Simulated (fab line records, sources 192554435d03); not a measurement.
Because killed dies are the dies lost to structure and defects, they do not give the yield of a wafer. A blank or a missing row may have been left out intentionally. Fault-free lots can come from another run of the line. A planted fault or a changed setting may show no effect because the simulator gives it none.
Chamber matching || flow n5 finfet || N5_FIN_SAQP_ETCH_34 on rie diel-06: 4 sister chambers
The step etches SiO2 in C4F6/O2, target depth 45 nm, time 15 s. 4 wafers are shown with their chamber, then 9 later ones without.

== WAFERS, EACH WITH ITS CHAMBER ==
{"wafer": "L079.1", "chamber": 3, "showerhead plenum p Torr (Torr)": 2.74}
{"wafer": "L079.3", "chamber": 0, "showerhead plenum p Torr (Torr)": 2.90}
{"wafer": "L083.5", "chamber": 2, "showerhead plenum p Torr (Torr)": 2.71}
{"wafer": "L083.6", "chamber": 1, "showerhead plenum p Torr (Torr)": 2.78}

== WAFERS WITHOUT THEIR CHAMBER ==
{"wafer": "L089.4", "showerhead plenum p Torr (Torr)": 2.71}
{"wafer": "L089.5", "showerhead plenum p Torr (Torr)": 2.71}
{"wafer": "L089.6", "showerhead plenum p Torr (Torr)": 2.77}
{"wafer": "L090.1", "showerhead plenum p Torr (Torr)": 2.73}
{"wafer": "L090.3", "showerhead plenum p Torr (Torr)": 2.77}
{"wafer": "L090.5", "showerhead plenum p Torr (Torr)": 2.71}
{"wafer": "L094.1", "showerhead plenum p Torr (Torr)": 2.88}
{"wafer": "L094.5", "showerhead plenum p Torr (Torr)": 2.73}
{"wafer": "L094.6", "showerhead plenum p Torr (Torr)": 2.88}

== WHICH CHAMBER EACH WENT THROUGH ==
{"wafer": "L089.4", "from the rows above": 2, "in truth": 2}
{"wafer": "L089.5", "from the rows above": 2, "in truth": 2}
{"wafer": "L089.6", "from the rows above": "can't be placed: 1 or 3", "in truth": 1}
{"wafer": "L090.1", "from the rows above": "can't be placed: 3 or 2", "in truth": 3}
{"wafer": "L090.3", "from the rows above": "can't be placed: 1 or 3", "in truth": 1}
{"wafer": "L090.5", "from the rows above": 2, "in truth": 2}
{"wafer": "L094.1", "from the rows above": 0, "in truth": 0}
{"wafer": "L094.5", "from the rows above": "can't be placed: 3 or 2", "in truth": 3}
{"wafer": "L094.6", "from the rows above": 0, "in truth": 0}
Correct placement for 5 of the 9. Not placeable from these rows: 4 (in 4, the candidates include the true chamber). 0 placed wrongly.
How it was worked out, from the rows above alone: a wafer's distance from a chamber is the root of the sum, over the readings, of the square of ((its reading less the chamber's mean) divided by the reading's scatter). The wafer belongs to the nearest chamber; if the next one is less than 2 further off, it can't be placed. Each chamber's mean is taken over the wafers shown for it. The scatter: root of mean squared gap, hidden wafer to nearest shown wafer, with one shown wafer a chamber.
